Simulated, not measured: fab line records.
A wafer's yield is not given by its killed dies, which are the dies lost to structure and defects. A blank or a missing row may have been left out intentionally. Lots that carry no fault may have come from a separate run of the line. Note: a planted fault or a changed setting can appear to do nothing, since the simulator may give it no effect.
Chamber matching + flow nand harc + 4 sister chambers for NHARC_A_STAIRCASE_ALD_420 on ald hk-04
The step deposits SiO2, target thk 20 nm, pulse time 6 s, ald cycles 200. 4 wafers are shown with their chamber, then 12 later ones without.

## EACH WAFER AND ITS CHAMBER
| wafer  | chamber | heater power w (W) |
|--------|---------|--------------------|
| L087.6 | 1       | 523                |
| L089.1 | 2       | 648                |
| L089.2 | 3       | 433                |
| L089.3 | 0       | 461                |

## WAFERS WITHOUT THEIR CHAMBER
| wafer  | heater power w (W) |
|--------|--------------------|
| L090.1 | 450                |
| L090.4 | 651                |
| L090.5 | 627                |
| L088.2 | 632                |
| L088.5 | 457                |
| L088.6 | 517                |
| L091.2 | 468                |
| L091.4 | 436                |
| L091.5 | 441                |
| L095.1 | 652                |
| L095.2 | 461                |
| L095.5 | 441                |

## THE CHAMBER EACH PASSED THROUGH
| wafer  | from the rows above     | in truth |
|--------|-------------------------|----------|
| L090.1 | can't be placed: 0 or 3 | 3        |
| L090.4 | 2                       | 2        |
| L090.5 | 2                       | 2        |
| L088.2 | 2                       | 2        |
| L088.5 | 0                       | 0        |
| L088.6 | 1                       | 1        |
| L091.2 | 0                       | 0        |
| L091.4 | 3                       | 3        |
| L091.5 | can't be placed: 3 or 0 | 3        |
| L095.1 | 2                       | 2        |
| L095.2 | 0                       | 0        |
| L095.5 | can't be placed: 3 or 0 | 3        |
9 of 12 placed correctly. These rows do not allow placing 3 (true chamber among the candidates in 3). Number placed wrongly: 0.
How it was worked out, from the rows above alone: a wafer's distance from a chamber is the root of the sum, over the readings, of the square of ((its reading less the chamber's mean) divided by the reading's scatter). If the next closest chamber is less than 2 further off than the closest, the wafer can't be placed; otherwise it belongs to the closest. A chamber's mean is the mean of its shown wafers. The scatter: with one shown wafer a chamber, the root of the mean of the squares of how far each hidden wafer lies from its nearest shown one.
